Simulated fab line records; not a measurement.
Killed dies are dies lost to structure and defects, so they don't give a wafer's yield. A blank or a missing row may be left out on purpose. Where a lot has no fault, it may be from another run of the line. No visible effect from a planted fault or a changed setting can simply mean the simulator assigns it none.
Struck lot and sound lot, side by side    flow n5_finfet    36 steps out of a route of 1938
Sound: the wafers L711.4, L711.5, L711.6. Wafers L704.1, L704.4, L704.6 were the ones struck. The cause is named last.
Per side, at each step with rows, come the tool, then ch with its chambers, and then its first start. Under that, the readings that differ: sound wafers    struck wafers    difference of the means    sigmas: that difference in standard deviations of wafers without a fault.
alike: readings with means less than 2 such deviations apart, plus words and numbers identical on both sides. not compared: withheld readings, readings lacking a value on some wafer, bounds such as >300 that could conceal the same value, and numbers that have no deviation in the record and whose values overlap.
Wherever a step has rows on one side only, a row that says differs or no value, or a row with sigmas, the two part there. Numbers that don't overlap but have no deviation are shown without sigmas and don't part them. A reading missing from all wafers of one side parts the sides only when that side holds two or more wafers.

first, 9 steps without rows for these wafers: N5_BEOL_M4_ANNEAL_95 (time 240 s); N5_BEOL_M4_SPUTTER_96 (material Cu, target thk 4.5 nm, time 8.29 s); N5_BEOL_M4_ECD_50 (material Cu, target thk 300 nm); N5_BEOL_M4_ANNEAL_51 (time 90 s); N5_BEOL_M4_CMP_52 (polishes, stops on SiOC, t overpolish 6.8 s, target thk 40 nm); N5_BEOL_M4_PRE_CLEAN_60 (time 15 s); N5_BEOL_M4_CO_CAP_55 (material Co, precursor CCTBA/H2, target thk 2 nm, time 102.1 s); N5_BEOL_M4_PRE_CLEAN_56 (time 15 s); N5_BEOL_M4_DEP_57 (deposits SiCN from 3MS/NH3, target thk 8 nm, time 14 s).
N5_BEOL_M4_RC_MEAS_101:
  sound on prober-01 ch 0, day 13 06:04; struck on prober-02 ch 0, day 11 11:38
reading    sound        struck       difference  sigmas
VT_N (mV)  255 254 257  250 246 249  -7          -2
  alike: DIBL_N, DIBL_P, IOFF_N, IOFF_P, ION_N, ION_P, SS_N, SS_P, VT_P
then, 24 steps without rows for these wafers: N5_BEOL_M5_ILD_DEP_00 (deposits SiCOH lowk from DEMS/porogen, target thk 140.64 nm, time 25.9 s); N5_BEOL_M5_CURE_79 (cures SiCOH lowk, time 240 s); N5_BEOL_M5_PECVD_70 (deposits SiO2 from TEOS/O2, target thk 16 nm, time 18 s); N5_BEOL_M5_HM_DEP_02 (deposits TiN, target thk 20 nm); N5_BEOL_M5_COAT_59 (time 60 s, resist thk 60 nm); N5_BEOL_M5_COAT_60 (time 60 s, resist thk 12 nm); N5_BEOL_M5_COAT_71 (time 60 s, resist thk 5 nm); N5_BEOL_M5_COAT_05 (resist thk 30 nm); N5_BEOL_M5_EBR_07; N5_BEOL_M5_SOFTBAKE_06 (time 60 s); N5_BEOL_M5_EXPOSE_08 (exposes mask M5, target cd 28 nm); N5_BEOL_M5_PEB_09 (peb time 60 s); N5_BEOL_M5_DEVELOP_10 (develop time 30 s); N5_BEOL_M5_DESCUM_16 (chemistry O2, time 7 s); N5_BEOL_M5_ETCH_72 (etches underlayer in N2/H2, target depth 6.5 nm, time 5.2 s); N5_BEOL_M5_ETCH_61 (etches SiARC in CF4, target depth 15.6 nm, time 26 s); N5_BEOL_M5_ETCH_62 (etches SOC in N2/H2, target depth 75 nm, overetch 15 nm, time 112.5 s); N5_BEOL_M5_STRIP_63 (strips in N2/H2); N5_BEOL_M5_STRIP_73 (strips in N2/H2); N5_BEOL_M5_STRIP_64 (strips in CF4); N5_BEOL_M5_HM_OPEN_17 (chemistry Cl2/BCl3, target TiN, target depth 20 nm, overetch 6 nm); N5_BEOL_M5_STRIP_19 (strips in O2); N5_BEOL_M5_COAT_65 (time 60 s, resist thk 60 nm); N5_BEOL_M5_COAT_66 (time 60 s, resist thk 12 nm).
N5_BEOL_M7_PECVD_70: deposits SiO2 from TEOS/O2, target thk 20 nm, time 22.7 s.
  sound on pecvd-02 ch 0,1,2, day 14 02:08; struck on pecvd-01 ch 0,2, day 12 11:00
  no value came back on the struck wafers for any of 5 readings (chamber_pressure_Torr (Torr), heater_power_outer_w (W) and others); on the sound wafers chamber_pressure_Torr (Torr) reads 5.487 5.496 5.479
-- a jump in the record: the struck wafers' starts before and after are 3 days apart (it breaks off in module BEOL_M7 and resumes in module PASSIVATION, where the first step shown is number 1936 of the route) --
N5_PASSIVATION_PROBE_49:
  sound: prober-02 at day 17 13:35; struck: prober-01 at day 15 20:23
reading                   sound           struck          difference  sigmas
defect_limited_yield (%)  89.7 89.8 87.6  65.8 62.0 65.0  -24.8       -17
killed_at_M4_up           18 13 14        326 328 336     +315        +61
killed_dies               122 120 146     403 448 413     +292        +17
killed_on_rim             13 17 19        11 17 117       +32         +8
sort_bin_5_function (%)   5.8 6.4 7.5     31.0 34.0 32.5  +25.9       +28
sort_n_pass               1058 1060 1034  777 732 767     -292        -17
sort_yield_pct (%)        89.7 89.8 87.6  65.8 62.0 65.0  -24.8       -17
  alike: killed_at_M0_to_M3, killed_at_contacts, killed_at_front_end, killed_at_other, killed_open, killed_short, sort_bin_6_memory

## WHERE THEY PART
First at N5_BEOL_M4_RC_MEAS_101; last, within this record, at N5_PASSIVATION_PROBE_49.

WHY: what the simulator had put in
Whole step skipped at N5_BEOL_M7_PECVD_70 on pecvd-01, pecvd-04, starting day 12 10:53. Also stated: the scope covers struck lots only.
